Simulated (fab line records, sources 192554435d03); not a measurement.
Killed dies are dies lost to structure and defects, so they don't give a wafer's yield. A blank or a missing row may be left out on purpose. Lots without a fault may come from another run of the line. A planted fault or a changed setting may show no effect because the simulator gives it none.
Chamber matching | flow n5_finfet | N5_MOL_CONTACT_COAG_ETCH_66 on rie_diel-04: 4 sister chambers
The step etches SiARC in CF4, target depth 13 nm, time 21.7 s. 4 wafers are shown with their chamber, then 9 later ones without.

WAFERS WITH THEIR CHAMBER
wafer  | chamber | showerhead_plenum_p_Torr (Torr)
L081.3 | 2       | 2.15
L089.1 | 3       | 2.26
L089.2 | 1       | 2.22
L089.4 | 0       | 2.11

WAFERS WITHOUT THEIR CHAMBER
wafer  | showerhead_plenum_p_Torr (Torr)
L091.1 | 2.22
L091.2 | 2.26
L091.3 | 2.11
L095.1 | 2.10
L095.4 | 2.15
L095.5 | 2.10
L096.1 | 2.15
L096.2 | 2.21
L096.5 | 2.21

WHICH CHAMBER EACH WENT THROUGH
wafer  | from the rows above | in truth
L091.1 | 1                   | 1
L091.2 | 3                   | 3
L091.3 | 0                   | 0
L095.1 | 0                   | 0
L095.4 | 2                   | 2
L095.5 | 0                   | 0
L096.1 | 2                   | 2
L096.2 | 1                   | 1
L096.5 | 1                   | 1
Placed correctly: 9 of 9. Can't be placed from these rows: 0. Placed wrongly: 0.
How it was worked out, from the rows above alone: a wafer's distance from a chamber is the root of the sum, over the readings, of the square of ((its reading less the chamber's mean) divided by the reading's scatter). The wafer belongs to the nearest chamber; if the next one is less than 2 further off, it can't be placed. A chamber's mean is the mean of its shown wafers. The scatter: with one shown wafer a chamber, the root of the mean of the squares of how far each hidden wafer lies from its nearest shown one.
